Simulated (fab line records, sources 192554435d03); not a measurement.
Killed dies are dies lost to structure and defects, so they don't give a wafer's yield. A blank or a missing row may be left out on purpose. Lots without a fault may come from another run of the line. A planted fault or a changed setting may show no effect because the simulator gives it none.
fab line records | flow n5_finfet
record lots=7 wafers=39
route steps=1938 shown PASSIVATION@1930
start_h: hours from the record's first day to the start of the lot's first wafer shown | wait_h: hours since the lot's step before | " the same as in the row above | L1.1+2: a row that stands for several wafers | - no value, or no start given | * or withheld: withheld | < > ~ a bound
route shown NAME@n: a module of which the file shows steps, and the number in the route of the first | usual: mean/standard deviation of fault-free wafers | same: alike in all rows | chamber/n: place in a boat | sites: the reading at each site | _std_site: their standard deviation | _edge_site: outer sites' mean less inner sites' | radius_mm: how far each site lies from the wafer's centre | mask NAME#n: copy n | behind: the tool/chamber that last shaped the wafer | hold: why the lot was held/for how many hours/how that ended | device: the transistor (n, p or np) that didn't switch | end of line: the same wafers' tests at the end of the route | a step without rows: its recipe alone | killed: dies lost to structure and defects at the first sort, not the wafer's yield | map: a wafer's dies, x killed, . not, _ none there
set.NAME: the setting as run; set.NAME@STEP: as run at that earlier step | model.NAME: the simulator's own value behind a step, which no gauge read
lots whose settings were changed on purpose; a table a step, a row a wafer
## steps
# step N5_PASSIVATION_ETCH_54
# recipe chemistry=CHF3/O2 target=SiO2 target_depth_a=8800 CHF3_flow_sccm=50 O2_flow_sccm=5 Ar_flow_sccm=200 time_s=440 mask_material=PR pressure_mtorr=30 source_w=650 bias_w=170 ion_energy_ev=200
# columns lot.wafer tool chamber start_h wait_h set.target_depth_a model.PASSIVATION.feature_depth_nm model.etch.depth_nm
L084.1 rie_diel-04 2 340.60 0.1 13930 1410 1410
L084.2 " 1 " " 13930 1412 1412
L084.3 " 0 " " 8800 891 890.9
L084.4 " 3 " " 13930 1421 1421
L084.5 " 1 " " 8800 886.4 886.4
L084.6 " 0 " " 8800 890.4 890.4
L085.3 rie_diel-02 1 353.75 0.1 8800 865.6 865.6
L085.4 " 3 " " 8800 852.2 852.1
L085.6 " 2 " " 8800 863 863
L089.1 rie_diel-01 3 368.53 0.1 8800 888 888
L089.2 " 2 " " 5978 602.2 602.1
L089.3 " 1 " " 8800 887.6 887.5
L089.4 " 0 " " 8800 890.6 890.6
L089.5 " 1 " " 5978 601.8 601.8
L089.6 " 0 " " 5978 601 600.9
L090.1 rie_diel-01 3 373.70 0.1 10430 1049 1049
L090.2 " 1 " " 8800 881.4 881.4
L090.3 " 0 " " 8800 879.6 879.7
L090.4 " 2 " " 10430 1051 1051
L090.5 " 2 " " 10430 1045 1045
L090.6 " 1 " " 8800 885 885
L091.1 rie_diel-01 2 385.42 0.1 4381 433.6 433.5
L091.2 " 1 " " 8800 875 875
L091.3 " 3 " " 8800 877.6 877.6
L091.4 " 0 " " 4381 436.2 436.1
L091.5 " 0 " " 8800 873 872.9
L091.6 " 1 " " 4381 434.8 434.7
L095.1 rie_diel-01 1 407.57 0.1 6008 596.6 596.7
L095.2 " 3 " " 8800 877.6 877.7
L095.3 " 0 " " 6008 604.4 604.3
L095.4 " 2 " " 6008 599.2 599.2
L095.5 " 2 " " 8800 866.4 866.3
L095.6 " 1 " " 8800 877.8 877.8
L097.1 rie_diel-02 1 424.88 0.1 8800 862.2 862.2
L097.2 " 0 " " 11310 1144 1144
L097.3 " 3 " " 8800 904.4 904.4
L097.4 " 1 " " 11310 1110 1110
L097.5 " 0 " " 11310 1152 1152
L097.6 " 3 " " 8800 909 909
# step N5_PASSIVATION_STRIP_48
# recipe chemistry=O2 power_w=600 temp_c=60 pressure_mtorr=30 rf_frequency_hz=6e+07 bias_power_w=0 overash_fraction=0.5 o2_flow_sccm=225
# step N5_PASSIVATION_STRIP_52
# recipe chemistry=post_etch_residue_remover time_s=1200 temp_c=72.5
# step N5_PASSIVATION_SRD_72
# recipe dry=ipa_marangoni time_s=30 temp_c=23 rinse_liquid=diw
# step N5_PASSIVATION_ANNEAL_56
# recipe temp_c=400 time_s=1800 ambient=FGA idle_temp_c=300 ramp_up_c_per_min=5 ramp_down_c_per_min=3
# step N5_PASSIVATION_PROBE_49
# usual defect_limited_yield=91.2/1.4 killed_at_M0_to_M3=34/10 killed_at_M4_up=13/5.1 killed_at_contacts=12/6.5 killed_at_front_end=41/11 killed_at_other=4/3.3 killed_dies=104/16 killed_open=69/13 killed_short=33/7 sort_bin_4_leakage=0/0 sort_bin_5_function=5.1/0.91 sort_bin_6_memory=3.3/0.69 sort_bin_8_speed=0/0 sort_n_pass=1076/16
# same gross_dies=1180 killed_at_back_side=0
# columns lot.wafer tool chamber start_h wait_h set.target_depth_a@PASSIVATION_ETCH_54 defect_limited_yield[%] killed_at_M0_to_M3 killed_at_M4_up killed_at_contacts killed_at_front_end killed_at_other killed_dies killed_open killed_short sort_bin_4_leakage[%] sort_bin_5_function[%] sort_bin_6_memory[%] sort_bin_8_speed[%] sort_n_pass
L084.1 prober-02 - 344.00 0.0 13930 91.9 36 14 6 40 0 96 65 31 0 4.7 3.4 23.47 807
L084.2 prober-02 - 344.05 0.1 13930 92.0 37 12 13 31 1 94 67 25 0 5.5 2.4 57.37 409
L084.3 prober-02 - 344.10 0.1 8800 91.8 38 19 8 30 2 97 65 31 0 5.0 2.9 0.08 1083
L084.4 prober-02 - 344.15 0.2 13930 92.0 26 13 14 36 5 94 64 30 0 4.3 3.6 0 1086
L084.5 prober-02 - 344.20 0.2 8800 90.3 57 10 10 37 1 115 81 34 0 5.6 3.9 0 1065
L084.6 prober-02 - 344.25 0.3 8800 88.5 54 11 5 62 4 136 100 35 0 6.7 4.6 51.19 440
L085.3 prober-02 - 356.69 0.1 8800 92.6 30 17 6 32 2 87 57 27 0 4.1 3.0 0 1093
L085.4 prober-02 - 356.74 0.2 8800 91.0 42 12 5 46 1 106 63 37 0 4.8 3.2 0 1074
L085.6 prober-02 - 356.84 0.3 8800 91.0 33 15 17 40 1 106 89 17 0 6.1 2.8 0 1074
L089.1 prober-02 - 371.32 0.0 8800 92.1 26 6 5 48 8 93 62 31 0 4.7 3.0 0 1087
L089.2 prober-02 - 371.37 0.1 5978 0 37 12 11 31 1089 1180 62 38 0 96.1 3.6 0 0
L089.3 prober-02 - 371.42 0.1 8800 89.6 45 12 7 52 7 123 87 34 0 5.4 4.3 8.47 957
L089.4 prober-02 - 371.47 0.2 8800 94.4 15 12 13 24 2 66 46 20 0 3.1 2.0 0 1114
L089.5 prober-02 - 371.52 0.2 5978 0 25 18 10 39 1088 1180 68 35 0 96.2 3.6 0 0
L089.6 prober-02 - 371.57 0.3 5978 0 31 10 6 21 1112 1180 52 22 0 98.0 1.9 0 0
L090.1 prober-02 - 376.53 0.0 10430 89.7 29 46 19 24 4 122 63 24 0 3.4 3.9 0 1058
L090.2 prober-02 - 376.58 0.1 8800 15.5 22 932 19 21 3 997 51 18 0 81.2 2.1 0 183
L090.3 prober-02 - 376.63 0.1 8800 92.4 29 6 23 26 6 90 57 33 0 4.7 2.6 0 1090
L090.4 prober-02 - 376.68 0.2 10430 91.6 28 11 16 38 6 99 67 32 0 4.5 3.6 0 1081
L090.5 prober-02 - 376.73 0.2 10430 35.1 37 682 14 32 1 766 63 38 0 61.7 2.9 0 414
L090.6 prober-02 - 376.78 0.3 8800 19.2 17 897 14 22 3 953 48 22 0 76.9 2.2 0 227
L091.1 prober-02 - 388.21 0.0 4381 0 24 14 15 52 1075 1180 77 29 0 96.4 3.4 0 0
L091.2 prober-02 - 388.26 0.1 8800 90.4 38 13 17 41 4 113 78 35 0 6.4 2.7 0 1067
L091.3 prober-02 - 388.31 0.1 8800 90.5 43 12 6 41 10 112 81 29 0 5.8 3.2 0.08 1068
L091.4 prober-02 - 388.36 0.2 4381 0 26 12 9 68 1065 1180 93 30 0 95.8 3.6 0 0
L091.5 prober-02 - 388.41 0.2 8800 89.7 29 12 21 51 9 122 79 43 0 6.4 3.4 0 1058
L091.6 prober-02 - 388.46 0.3 4381 0 41 19 16 33 1071 1180 84 31 0 96.3 3.4 0 0
L095.1 prober-01 - 410.35 0.0 6008 0 38 108 13 35 986 1180 72 26 0 88.1 3.2 0 0
L095.2 prober-01 - 410.40 0.1 8800 53.1 56 445 14 37 2 554 79 45 0 5.5 4.3 2.88 626
L095.3 prober-01 - 410.45 0.1 6008 0 45 6 8 47 1074 1180 83 24 0 96.3 3.5 0 0
L095.4 prober-01 - 410.50 0.2 6008 0 61 9 5 40 1065 1180 87 33 0 95.4 4.3 0 0
L095.5 prober-01 - 410.55 0.2 8800 67.2 39 307 7 31 3 387 55 38 0.08 4.3 3.4 0 793
L095.6 prober-01 - 410.60 0.3 8800 90.2 39 16 11 48 2 116 75 37 0.34 5.4 3.9 0 1064
L097.1 prober-01 - 428.39 0.7 8800 0 43 17 1058 57 5 1180 88 47 0 94.7 4.7 0 0
L097.2 prober-01 - 428.44 0.8 11310 0 21 19 1080 52 8 1180 63 40 0 96.9 2.9 0 0
L097.3 prober-01 - 428.49 0.8 8800 0 23 1101 7 43 6 1180 61 26 0 96.6 3.2 0 0
L097.4 prober-01 - 428.54 0.9 11310 91.4 34 14 4 40 10 102 62 38 0 5.4 2.9 86.95 52
L097.5 prober-01 - 428.59 0.9 11310 0 26 8 1105 31 10 1180 66 24 0 96.5 3.1 0 0
L097.6 prober-01 - 428.64 1.0 8800 0 33 1084 11 48 4 1180 81 26 0 96.1 3.6 0 0
# killed by level:class
L084.1 STI_FIN_REVEAL:geometric_particle:open=15 BEOL_M2:geometric_particle:open=8 BEOL_M1:geometric_particle:open=6 FIN_SAQP:geometric_particle:short=5 MOL_CONTACT_COAG:geometric_particle:open=5 BEOL_M0_SAQP:geometric_particle:open=5 FIN_SAQP:geometric_particle:open=4 BEOL_M0:geometric_particle:open=4
L084.2 BEOL_M3:geometric_particle:open=12 MOL_CONTACT_COAG:geometric_particle:open=11 STI_FIN_REVEAL:geometric_particle:open=7 STI_FIN_REVEAL:geometric_particle:short=6 BEOL_M2:geometric_particle:open=6 BEOL_M4:geometric_particle:open=5 FIN_SAQP:geometric_particle:open=4 BEOL_M0_SAQP:geometric_particle:short=4
L084.3 BEOL_M3:geometric_particle:open=13 MOL_CONTACT_COAG:geometric_particle:open=7 BEOL_M4:geometric_particle:open=7 FIN_SAQP:geometric_particle:open=6 BEOL_M0:geometric_particle:open=6 BEOL_M1:geometric_particle:open=5 STARTING-WAFER:geometric_particle:short=5 STI_FIN_REVEAL:geometric_particle:short=4
L084.4 STI_FIN_REVEAL:geometric_particle:open=14 MOL_CONTACT_COAG:geometric_particle:open=10 BEOL_M0_SAQP:geometric_particle:short=8 DUMMY_GATE:geometric_particle:open=6 BEOL_M2:geometric_particle:open=6 MOL_CONTACT_COAG:geometric_particle:short=4 BEOL_M0_SAQP:geometric_particle:open=4 MIM_TOP:geometric_particle:open=4
L084.5 STI_FIN_REVEAL:geometric_particle:open=15 BEOL_M0_SAQP:geometric_particle:open=14 BEOL_M0_SAQP:geometric_particle:short=12 BEOL_M3:geometric_particle:open=9 FIN_SAQP:geometric_particle:open=8 BEOL_M0:geometric_particle:open=8 FIN_SAQP:geometric_particle:short=6 MOL_CONTACT_COAG:geometric_particle:open=6
L084.6 STI_FIN_REVEAL:geometric_particle:open=25 FIN_SAQP:geometric_particle:open=15 BEOL_M1:geometric_particle:open=14 BEOL_M0_SAQP:geometric_particle:open=12 BEOL_M0_SAQP:geometric_particle:short=9 BEOL_M0:geometric_particle:open=8 BEOL_M3:geometric_particle:open=7 FIN_SAQP:geometric_particle:short=5
L085.3 BEOL_M4:geometric_particle:open=10 BEOL_M2:geometric_particle:open=6 BEOL_M0_SAQP:geometric_particle:short=6 STI_FIN_REVEAL:geometric_particle:open=5 MOL_CONTACT_COAG:geometric_particle:open=5 BEOL_M3:geometric_particle:open=5 BEOL_M0_SAQP:geometric_particle:open=4 STARTING-WAFER:geometric_particle:short=4
L085.4 BEOL_M1:geometric_particle:open=13 BEOL_M0_SAQP:geometric_particle:short=11 FIN_SAQP:geometric_particle:short=10 STI_FIN_REVEAL:geometric_particle:open=8 BEOL_M0_SAQP:geometric_particle:open=8 FIN_SAQP:geometric_particle:open=7 BEOL_M4:geometric_particle:open=6 HKMG_FIN:area_etch=6
L085.6 MOL_CONTACT_COAG:geometric_particle:open=16 STI_FIN_REVEAL:geometric_particle:open=12 BEOL_M4:geometric_particle:open=12 BEOL_M3:geometric_particle:open=11 BEOL_M2:geometric_particle:open=9 FIN_SAQP:geometric_particle:open=6 BEOL_M0_SAQP:geometric_particle:open=6 DUMMY_GATE:geometric_particle:open=4
L089.1 STI_FIN_REVEAL:geometric_particle:open=16 FIN_SAQP:geometric_particle:open=8 GATE_CUT:geometric_particle:short=8 BEOL_M3:geometric_particle:open=8 BEOL_M2:geometric_particle:open=6 BEOL_M3:geometric_particle:short=5 STARTING-WAFER:geometric_particle:short=5 MOL_CONTACT_COAG:geometric_particle:open=4
L089.2 PASSIVATION:area_etch=1080 BEOL_M3:geometric_particle:open=9 BEOL_M0_SAQP:geometric_particle:short=9 STI_FIN_REVEAL:geometric_particle:open=7 MOL_CONTACT_COAG:geometric_particle:open=7 BEOL_M1:geometric_particle:open=6 STARTING-WAFER:geometric_particle:open=5 MOL_CONTACT_COAG:geometric_particle:short=4
L089.3 STI_FIN_REVEAL:geometric_particle:open=17 FIN_SAQP:geometric_particle:open=9 BEOL_M1:geometric_particle:open=9 FIN_SAQP:geometric_particle:short=8 BEOL_M2:geometric_particle:open=8 BEOL_M0_SAQP:geometric_particle:open=8 BEOL_M3:geometric_particle:open=8 MOL_CONTACT_COAG:geometric_particle:open=7
L089.4 MOL_CONTACT_COAG:geometric_particle:open=13 STI_FIN_REVEAL:geometric_particle:open=9 BEOL_M3:geometric_particle:open=9 BEOL_M4:geometric_particle:open=6 GATE_CUT:geometric_particle:short=3 BEOL_M3:geometric_particle:short=3 STARTING-WAFER:geometric_particle:short=3 STI_FIN_REVEAL:geometric_particle:short=2
L089.5 PASSIVATION:area_etch=1077 STI_FIN_REVEAL:geometric_particle:open=18 BEOL_M3:geometric_particle:open=11 BEOL_M4:geometric_particle:open=8 MOL_CONTACT_COAG:geometric_particle:open=7 PASS1_CAP:geometric_particle:short=7 STARTING-WAFER:geometric_particle:open=6 GATE_CUT:geometric_particle:short=4
L089.6 PASSIVATION:area_etch=1106 STI_FIN_REVEAL:geometric_particle:open=10 BEOL_M3:geometric_particle:open=7 BEOL_M2:geometric_particle:open=7 MOL_CONTACT_COAG:geometric_particle:open=6 BEOL_M4:geometric_particle:open=5 BEOL_M0_SAQP:geometric_particle:open=4 BEOL_M0:geometric_particle:open=4
L090.1 BEOL_M8:area_etch=35 MOL_CONTACT_COAG:geometric_particle:open=16 BEOL_M0_SAQP:geometric_particle:open=13 GATE_CUT:geometric_particle:short=5 BEOL_M0_SAQP:geometric_particle:short=5 BEOL_M2:geometric_particle:open=5 DUMMY_GATE:geometric_particle:open=4 STI_FIN_REVEAL:geometric_particle:open=3
L090.2 BEOL_M4:area_ecd=915 MOL_CONTACT_COAG:geometric_particle:open=19 BEOL_M3:geometric_particle:open=13 BEOL_M8:area_etch=13 GATE_CUT:geometric_particle:short=8 STI_FIN_REVEAL:geometric_particle:open=5 FIN_SAQP:geometric_particle:open=2 ILD0:geometric_particle:short=2
L090.3 MOL_CONTACT_COAG:geometric_particle:open=20 BEOL_M3:geometric_particle:open=9 GATE_CUT:geometric_particle:short=8 BEOL_M0_SAQP:geometric_particle:open=5 STI_FIN_REVEAL:geometric_particle:open=4 DUMMY_GATE:geometric_particle:open=4 STARTING-WAFER:geometric_particle:short=4 PAD_METAL:geometric_particle:short=3
L090.4 MOL_CONTACT_COAG:geometric_particle:open=14 FIN_SAQP:geometric_particle:short=10 BEOL_M3:geometric_particle:open=10 STI_FIN_REVEAL:geometric_particle:open=9 FIN_SAQP:geometric_particle:open=7 BEOL_M1:geometric_particle:open=6 BEOL_M0_SAQP:geometric_particle:short=5 BEOL_M0_SAQP:geometric_particle:open=4
L090.5 BEOL_M4:area_ecd=665 MOL_CONTACT_COAG:geometric_particle:open=11 BEOL_M0_SAQP:geometric_particle:open=10 BEOL_M0_SAQP:geometric_particle:short=10 BEOL_M3:geometric_particle:open=8 BEOL_M4:geometric_particle:open=7 GATE_CUT:geometric_particle:short=6 STI_FIN_REVEAL:geometric_particle:open=5
L090.6 BEOL_M4:area_ecd=867 BEOL_M8:area_etch=16 MOL_CONTACT_COAG:geometric_particle:open=11 BEOL_M4:geometric_particle:open=8 BEOL_M3:geometric_particle:open=6 STI_FIN_REVEAL:geometric_particle:open=4 BEOL_M0_SAQP:geometric_particle:short=4 FIN_SAQP:geometric_particle:open=3
L091.1 PASSIVATION:area_etch=1074 STI_FIN_REVEAL:geometric_particle:open=31 MOL_CONTACT_COAG:geometric_particle:open=11 BEOL_M4:geometric_particle:open=8 BEOL_M0_SAQP:geometric_particle:short=7 BEOL_M2:geometric_particle:open=7 FIN_SAQP:geometric_particle:short=6 MOL_CONTACT_COAG:geometric_particle:short=4
L091.2 MOL_CONTACT_COAG:geometric_particle:open=12 BEOL_M0_SAQP:geometric_particle:open=11 BEOL_M0_SAQP:geometric_particle:short=10 STI_FIN_REVEAL:geometric_particle:open=9 FIN_SAQP:geometric_particle:open=8 GATE_CUT:geometric_particle:short=8 BEOL_M4:geometric_particle:open=6 DUMMY_GATE:geometric_particle:open=5
L091.3 STI_FIN_REVEAL:geometric_particle:open=16 DUMMY_GATE:geometric_particle:open=9 BEOL_M2:geometric_particle:open=9 BEOL_M0_SAQP:geometric_particle:short=7 BEOL_M1:geometric_particle:open=7 BEOL_M4:geometric_particle:open=7 MOL_CONTACT_COAG:geometric_particle:open=6 BEOL_M3:geometric_particle:open=5
L091.4 PASSIVATION:area_etch=1057 STI_FIN_REVEAL:geometric_particle:open=31 FIN_SAQP:geometric_particle:open=11 BEOL_M0_SAQP:geometric_particle:open=10 STI_FIN_REVEAL:geometric_particle:short=8 MOL_CONTACT_COAG:geometric_particle:open=8 BEOL_M4:geometric_particle:open=6 DUMMY_GATE:geometric_particle:open=5
L091.5 MOL_CONTACT_COAG:geometric_particle:open=18 GATE_CUT:geometric_particle:short=11 STI_FIN_REVEAL:geometric_particle:open=8 BEOL_M1:geometric_particle:open=7 BEOL_M2:geometric_particle:open=7 FIN_SAQP:geometric_particle:open=6 BEOL_M4:geometric_particle:open=5 DUMMY_GATE:geometric_particle:open=5
L091.6 PASSIVATION:area_etch=1065 BEOL_M0_SAQP:geometric_particle:open=18 MOL_CONTACT_COAG:geometric_particle:open=14 STI_FIN_REVEAL:geometric_particle:open=11 BEOL_M0_SAQP:geometric_particle:short=11 BEOL_M4:geometric_particle:open=8 DUMMY_GATE:geometric_particle:open=6 GATE_CUT:geometric_particle:short=4
L095.1 PASSIVATION:area_etch=983 BEOL_M8:area_etch=99 STI_FIN_REVEAL:geometric_particle:open=13 FIN_SAQP:geometric_particle:open=11 BEOL_M1:geometric_particle:open=10 MOL_CONTACT_COAG:geometric_particle:open=9 BEOL_M0_SAQP:geometric_particle:short=6 BEOL_M2:geometric_particle:open=6
L095.2 BEOL_M8:area_etch=396 BEOL_M4:area_ecd=34 BEOL_M0_SAQP:geometric_particle:open=15 FIN_SAQP:geometric_particle:short=14 MOL_CONTACT_COAG:geometric_particle:open=14 BEOL_M3:geometric_particle:open=13 BEOL_M0_SAQP:geometric_particle:short=12 FIN_SAQP:geometric_particle:open=10
L095.3 PASSIVATION:area_etch=1073 STI_FIN_REVEAL:geometric_particle:open=23 BEOL_M3:geometric_particle:open=16 BEOL_M0_SAQP:geometric_particle:open=12 MOL_CONTACT_COAG:geometric_particle:open=8 BEOL_M0_SAQP:geometric_particle:short=8 DUMMY_GATE:geometric_particle:open=6 STARTING-WAFER:geometric_particle:open=4
L095.4 PASSIVATION:area_etch=1060 BEOL_M2:geometric_particle:open=15 STI_FIN_REVEAL:geometric_particle:open=14 BEOL_M0_SAQP:geometric_particle:open=13 BEOL_M3:geometric_particle:open=12 BEOL_M1:geometric_particle:open=9 FIN_SAQP:geometric_particle:short=8 BEOL_M0_SAQP:geometric_particle:short=7
L095.5 BEOL_M8:area_etch=292 BEOL_M0_SAQP:geometric_particle:open=13 BEOL_M0_SAQP:geometric_particle:short=12 FIN_SAQP:geometric_particle:short=9 BEOL_M4:geometric_particle:open=6 STI_FIN_REVEAL:geometric_particle:open=5 MOL_CONTACT_COAG:geometric_particle:open=5 BEOL_M2:geometric_particle:open=5
L095.6 STI_FIN_REVEAL:geometric_particle:open=17 FIN_SAQP:geometric_particle:short=11 MOL_CONTACT_COAG:geometric_particle:open=10 BEOL_M0_SAQP:geometric_particle:open=8 BEOL_M3:geometric_particle:open=7 BEOL_M0_SAQP:geometric_particle:short=6 BEOL_M2:geometric_particle:open=6 FIN_SAQP:geometric_particle:open=4
L097.1 MOL_CONTACT_COAG:area_etch=1040 FIN_SAQP:geometric_particle:short=16 MOL_CONTACT_COAG:geometric_particle:open=14 BEOL_M2:geometric_particle:open=14 FIN_SAQP:geometric_particle:open=10 STI_FIN_REVEAL:geometric_particle:open=8 GATE_CUT:geometric_particle:open=6 BEOL_M4:geometric_particle:open=6
L097.2 MOL_CONTACT_COAG:area_etch=1073 FIN_SAQP:geometric_particle:open=11 STI_FIN_REVEAL:geometric_particle:open=9 ILD0:geometric_particle:short=6 GATE_CUT:geometric_particle:open=6 BEOL_M2:geometric_particle:open=6 BEOL_M4:geometric_particle:open=6 FIN_SAQP:geometric_particle:short=4
L097.3 BEOL_M4:area_ecd=1091 STI_FIN_REVEAL:geometric_particle:open=13 FIN_SAQP:geometric_particle:open=9 FIN_SAQP:geometric_particle:short=8 BEOL_M1:geometric_particle:open=8 MOL_CONTACT_COAG:geometric_particle:open=7 GATE_CUT:geometric_particle:short=6 BEOL_M3:geometric_particle:open=4
L097.4 BEOL_M2:geometric_particle:open=14 FIN_SAQP:geometric_particle:open=7 DUMMY_GATE:geometric_particle:open=6 STARTING-WAFER:geometric_particle:short=6 BEOL_M4:geometric_particle:open=5 GATE_CUT:geometric_particle:short=4 MOL_CONTACT_COAG:geometric_particle:open=4 BEOL_M3:geometric_particle:open=4
L097.5 MOL_CONTACT_COAG:area_etch=1089 MOL_CONTACT_COAG:geometric_particle:open=13 GATE_CUT:geometric_particle:short=6 BEOL_M3:geometric_particle:open=6 GATE_CUT:geometric_particle:open=5 STARTING-WAFER:geometric_particle:open=5 FIN_SAQP:geometric_particle:open=4 STI_FIN_REVEAL:geometric_particle:open=4
L097.6 BEOL_M4:area_ecd=1071 FIN_SAQP:geometric_particle:open=11 MOL_CONTACT_COAG:geometric_particle:open=10 GATE_CUT:geometric_particle:open=8 BEOL_M0:geometric_particle:open=8 BEOL_M1:geometric_particle:open=8 DUMMY_GATE:geometric_particle:open=7 GATE_CUT:geometric_particle:short=7
## key
split step=N5_PASSIVATION_ETCH_54 setting=target_depth_a stated=8800 by=wafer
response step=N5_PASSIVATION_ETCH_54 reading=model.PASSIVATION.feature_depth_nm change=+8.85 per=1% r=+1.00
response step=N5_PASSIVATION_ETCH_54 reading=model.etch.depth_nm change=+8.85 per=1% r=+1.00
response step=N5_PASSIVATION_PROBE_49 reading=killed_at_other shape=bent at_lowest=1070 at_stated=4 at_highest=2
